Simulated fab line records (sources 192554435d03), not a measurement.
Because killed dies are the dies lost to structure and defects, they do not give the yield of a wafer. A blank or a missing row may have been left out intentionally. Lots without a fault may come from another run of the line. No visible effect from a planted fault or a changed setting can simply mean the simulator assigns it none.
Struck lot and sound lot, side by side    flow n5 finfet    39 out of 1938 route steps
Sound: wafers L753.1, L753.3, L753.5. Struck: wafer L766.4 (L766.3, L766.6, from the same lot, were not struck and are left out); the cause is given at the end.
For every step that has rows: the tool of each side, followed by ch and its chambers, followed by its first start. Under that, the readings that differ: sound wafers    struck wafers    difference of the means    sigmas: that difference in standard deviations of wafers without a fault.
alike: readings whose means differ by less than 2 such deviations, and words and numbers that are the same on both sides. not compared: withheld readings, readings that some wafer has no value for, bounds like >300 that may hide the same value, and numbers for which the record gives no deviation and whose values overlap.
A row with sigmas, a row that says differs or no value, or rows on one side alone: a step with any of these is where the two part. Non-overlapping numbers with no deviation appear without sigmas and do not part them. A reading that every wafer of one side lacks parts them only if that side has two wafers or more.

first, 10 steps without rows for these wafers: N5_DUMMY_GATE_ETCH_23 (etches poly-Si in HBr/Cl2/O2, target depth 41 nm, time 22.3 s); N5_DUMMY_GATE_ETCH_44 (etches poly-Si in HBr/O2, stops on SiO2, target depth 127.5 nm); N5_DUMMY_GATE_ETCH_42 (etches SiO2 in CHF3/O2, target depth 3.5 nm, time 31 s); N5_DUMMY_GATE_STRIP_48 (strips in N2/H2, time 20 s); N5_DUMMY_GATE_PRECLEAN_33 (cleans in dHF, time 10 s); N5_DUMMY_GATE_PRECLEAN_25 (cleans in O3/DIW, time 45 s); N5_DUMMY_GATE_PRECLEAN_51 (cleans in SC2, time 45 s); N5_DUMMY_GATE_SRD_26 (time 30 s); N5_DUMMY_GATE_UV_OZONE_45 (time 120 s); N5_SPACER0_ALD_07 (deposits SiNx, target thk 2 nm).
N5_SPACER0_ALD_00: deposits SiOCN, target thk 3.5 nm, pulse time 3 s, purge time 2 s.
  sound on ald sin-04 ch 0,2,3, day 2 23:17; struck on ald sin-04 ch 2, day 6 05:30
reading                                    sound        struck  difference  sigmas
ald cycles                                 58 58 58     44      -14         
model.SiOCN_of_SPACER0_ALD_00.thk nm (nm)  3.4 3.6 3.4  2.6     -0.9        
  alike: heater power w, precursor pulse height rel, susceptor temp C
then, 25 steps without rows for these wafers: N5_SPACER0_ALD_08 (deposits SiNx, target thk 2 nm); N5_SD_EPI_N_COAT_32 (time 60 s, resist thk 350 nm); N5_SD_EPI_N_COAT_33 (time 60 s, resist thk 35 nm); N5_SD_EPI_N_COAT_03 (resist thk 150 nm); N5_SD_EPI_N_EBR_05; N5_SD_EPI_N_SOFTBAKE_04 (time 60 s); N5_SD_EPI_N_EXPOSE_06 (exposes mask SD N BLK, target cd 120 nm); N5_SD_EPI_N_PEB_07 (peb time 60 s); N5_SD_EPI_N_DEVELOP_08 (develop time 30 s); N5_SD_EPI_N_DESCUM_14 (chemistry O2, time 7.9 s); N5_SD_EPI_N_ETCH_34 (etches SiARC in CF4, target depth 45.5 nm, time 75.8 s); N5_SD_EPI_N_ETCH_35 (etches SOC in N2/H2, overetch 108 nm, time 486 s); N5_SD_EPI_N_STRIP_36 (strips in N2/H2); N5_SD_EPI_N_ETCHBACK_44 (etches SiNx in CH3F/O2, stops on SiO2, target depth 14.5 nm); N5_SD_EPI_N_ETCH_45 (etches SiOCN in CH3F/O2, target depth 6 nm); N5_SD_EPI_N_ETCH_16 (etches SiO2 in CHF3/O2, target depth 5 nm); N5_SD_EPI_N_STRIP_47 (strips in CHF3/O2); N5_SD_EPI_N_SD_RECESS_17 (chemistry HBr/Cl2/O2, target depth 41 nm, time 23.7 s, bt time 3 s); N5_SD_EPI_N_STRIP_38 (strips in N2/H2); N5_SD_EPI_N_WET_ETCH_43 (etches SiO2 in dHF, time 14 s, target depth 1.5 nm); N5_SD_EPI_N_STRIP_18 (strips in SPM, time 750 s); N5_SD_EPI_N_SRD_20 (time 30 s); N5_SD_EPI_N_PRECLEAN_48 (cleans in NF3:NH3, afs cycles 2, time 20 s, sublimation time 60 s); N5_SD_EPI_N_VAPOR_ETCH_50 (etches Si in HCl, time 54 s); N5_SD_EPI_N_EPI_21 (deposits Si:P, time 690 s).
N5_SD_EPI_P_PRECLEAN_32: cleans in dHF, time 10 s.
  sound on wet bench-01 ch 0,4,7, day 3 10:35; struck on wet bench-01 ch 3, day 6 14:44
reading                                    sound        struck  difference  sigmas
model.SiOCN_of_SPACER0_ALD_00.thk nm (nm)  3.4 3.4 3.4  2.6     -0.8        
-- the record jumps here: 6 days lie between the struck wafers' starts before and after (it left off in module SD_EPI_P and takes up again in module BEOL_M4, whose first step shown is number 1111 of the route) --
N5_BEOL_M4_RC_MEAS_101:
  sound on prober-01 ch 0, day 8 02:25; struck on prober-02 ch 0, day 12 21:37
reading             sound                 struck  difference  sigmas
DIBL_N (mV/V)       37.1 34.6 37.9        41.1    +4.6        +3
IOFF_N (nA/um)      0.17 0.13 0.20        0.25    +0.08       +3
IOFF_N_85C (nA/um)  3.3 2.6 3.7           4.6     +1.4        +3
IOFF_N_LIN (nA/um)  0.080 0.063 0.084     0.108   +0.032      +3
IOFF_P (nA/um)      0.25 0.20 0.27        0.41    +0.17       +5
IOFF_P_85C (nA/um)  4.2 3.5 4.4           6.3     +2.3        +5
IOFF_P_LIN (nA/um)  0.114 0.098 0.117     0.169   +0.059      +5
ION_N (uA/um)       675 659 669           720     +52         +5
ION_P (uA/um)       474 459 468           499     +32         +5
REXT_N (ohm.um)     75.2 76.3 73.7        67.9    -7.2        -4
REXT_P (ohm.um)     105.1 107.7 105.5     87.9    -18.2       -8
SS_P (mV/dec)       73.5 73.1 73.4        74.8    +1.5        +2
VT_N (mV)           249 256 248           240     -11         -4
VT_P (mV)           -246.4 -250.4 -245.3  -239.3  +8.1        +3
VT_P_LVT (mV)       -96.5 -100.4 -96.5    -86.8   +11.0       +4
  alike: DIBL_P, SS_N
N5_PASSIVATION_PROBE_49:
  the record holds rows for the sound wafers here (prober-01, day 11 19:47) but none for the struck ones

## WHERE THEY PART
Earliest at N5_BEOL_M4_RC_MEAS_101; latest, in this record, at N5_PASSIVATION_PROBE_49.

WHY: whatever the simulator had introduced
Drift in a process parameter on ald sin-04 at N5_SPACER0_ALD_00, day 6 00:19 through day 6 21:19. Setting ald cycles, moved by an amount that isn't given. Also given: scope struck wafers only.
